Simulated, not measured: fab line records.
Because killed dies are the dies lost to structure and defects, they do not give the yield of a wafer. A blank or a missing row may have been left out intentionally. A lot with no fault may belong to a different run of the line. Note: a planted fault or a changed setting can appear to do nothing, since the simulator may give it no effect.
Which tool did it? :: flow n5_finfet :: 7 lots with 21 wafers sampled at 5 steps, on a route of 1938 steps

== WHAT EACH GAUGE READ, for each wafer ==
N5_BEOL_M15_CD_MEAS_17 targets a cd of 360 nm.
lot: L436
measured: day 11 20:44
on: cd_sem-02
cd_nm (nm): 360.5 362.5 361.2

lot: L440
measured: day 12 20:29
on: cd_sem-01
cd_nm (nm): - - -

lot: L443
measured: day 13 05:08
on: cd_sem-01
cd_nm (nm): 360.6 360.2 360.4

lot: L447
measured: day 14 15:23
on: cd_sem-02
cd_nm (nm): 364.0 364.0 364.0

lot: L448
measured: day 15 05:50
on: cd_sem-02
cd_nm (nm): 357.2 358.9 360.5

lot: L453
measured: day 16 10:29
on: cd_sem-01
cd_nm (nm): 361.1 360.4 362.0

lot: L456
measured: day 16 22:17
on: cd_sem-02
cd_nm (nm): 359.5 361.7 362.2

== WHAT TOOL EACH LOT RAN ON (gives the tool, then ch and the chambers of the sampled wafers, and finally the start) ==
lot: L436
N5_BEOL_M14_DEGAS_41: pvd_sputter-02, day 11 17:56
N5_BEOL_M14_PRE_CLEAN_42: pvd_sputter-02, day 11 17:58
N5_BEOL_M15_ILD_DEP_00: pecvd-03 ch 0,1,2, day 11 19:17
N5_BEOL_M15_VIA_ETCH_16: rie_diel-01 ch 1,3, day 11 20:19

lot: L440
N5_BEOL_M14_DEGAS_41: pvd_sputter-02, day 12 17:43
N5_BEOL_M14_PRE_CLEAN_42: pvd_sputter-02, day 12 17:46
N5_BEOL_M15_ILD_DEP_00: pecvd-04 ch 0,2, day 12 19:05
N5_BEOL_M15_VIA_ETCH_16: rie_diel-03 ch 0,2, day 12 20:05

lot: L443
N5_BEOL_M14_DEGAS_41: pvd_sputter-03, day 13 02:40
N5_BEOL_M14_PRE_CLEAN_42: pvd_sputter-03, day 13 02:43
N5_BEOL_M15_ILD_DEP_00: pecvd-01 ch 0,1, day 13 04:00
N5_BEOL_M15_VIA_ETCH_16: rie_diel-05 ch 0,1,2, day 13 04:44

lot: L447
N5_BEOL_M14_DEGAS_41: pvd_sputter-02, day 14 12:47
N5_BEOL_M14_PRE_CLEAN_42: pvd_sputter-02, day 14 12:49
N5_BEOL_M15_ILD_DEP_00: pecvd-03 ch 1,2, day 14 14:07
N5_BEOL_M15_VIA_ETCH_16: rie_diel-03 ch 0,1,2, day 14 14:58

lot: L448
N5_BEOL_M14_DEGAS_41: pvd_sputter-03, day 15 03:14
N5_BEOL_M14_PRE_CLEAN_42: pvd_sputter-03, day 15 03:16
N5_BEOL_M15_ILD_DEP_00: pecvd-04 ch 1,2, day 15 04:34
N5_BEOL_M15_VIA_ETCH_16: rie_diel-05 ch 0,2,3, day 15 05:26

lot: L453
N5_BEOL_M14_DEGAS_41: pvd_sputter-01, day 16 08:01
N5_BEOL_M14_PRE_CLEAN_42: pvd_sputter-01, day 16 08:04
N5_BEOL_M15_ILD_DEP_00: pecvd-01 ch 0,2, day 16 09:21
N5_BEOL_M15_VIA_ETCH_16: rie_diel-03 ch 0,3, day 16 10:05

lot: L456
N5_BEOL_M14_DEGAS_41: pvd_sputter-03, day 16 19:45
N5_BEOL_M14_PRE_CLEAN_42: pvd_sputter-03, day 16 19:47
N5_BEOL_M15_ILD_DEP_00: pecvd-01 ch 0,1,2, day 16 21:09
N5_BEOL_M15_VIA_ETCH_16: rie_diel-05 ch 1,2, day 16 21:53
- N5_BEOL_M14_DEGAS_41: time 60 s.
- N5_BEOL_M14_PRE_CLEAN_42: time 30 s.
- N5_BEOL_M15_ILD_DEP_00: deposits SiO2 from TEOS/O2, target thk 1629.3 nm, time 346.1 s.
- N5_BEOL_M15_VIA_ETCH_16: etches SiO2 in C4F8/O2/Ar, target depth 1792.2 nm.

== THE ANSWER, worked out from the rows above alone ==
Rule: what is usual is taken from the lots themselves. The widest of any qualifying gaps counts: lots, ordered by their means at a reading, are off when they make up no more than a third of the lots, leave a main group of 4 or more, and stand apart from it by 3 or more times the standard deviation of that group's means. A main group whose means are all the same, to the digits that the tables above print for the reading, isn't used. A lot without any number at a reading at which 4 lots or more have one is off too. Where the step has rows for the other lots, those lots are counted as sound.
Off, at N5_BEOL_M15_CD_MEAS_17 on cd_nm: L440. Without a number there: L440. For the main group the mean is 361.2 nm and the standard deviation 1.5.
A tool fits if, at a process step before that reading, it ran every lot that is off, and no sound lot after the first of them. Those tools and the gauges at N5_BEOL_M15_CD_MEAS_17 are tried in the same way. No candidate that was tried fits.

== WHAT THE SIMULATOR HAD INSERTED ==
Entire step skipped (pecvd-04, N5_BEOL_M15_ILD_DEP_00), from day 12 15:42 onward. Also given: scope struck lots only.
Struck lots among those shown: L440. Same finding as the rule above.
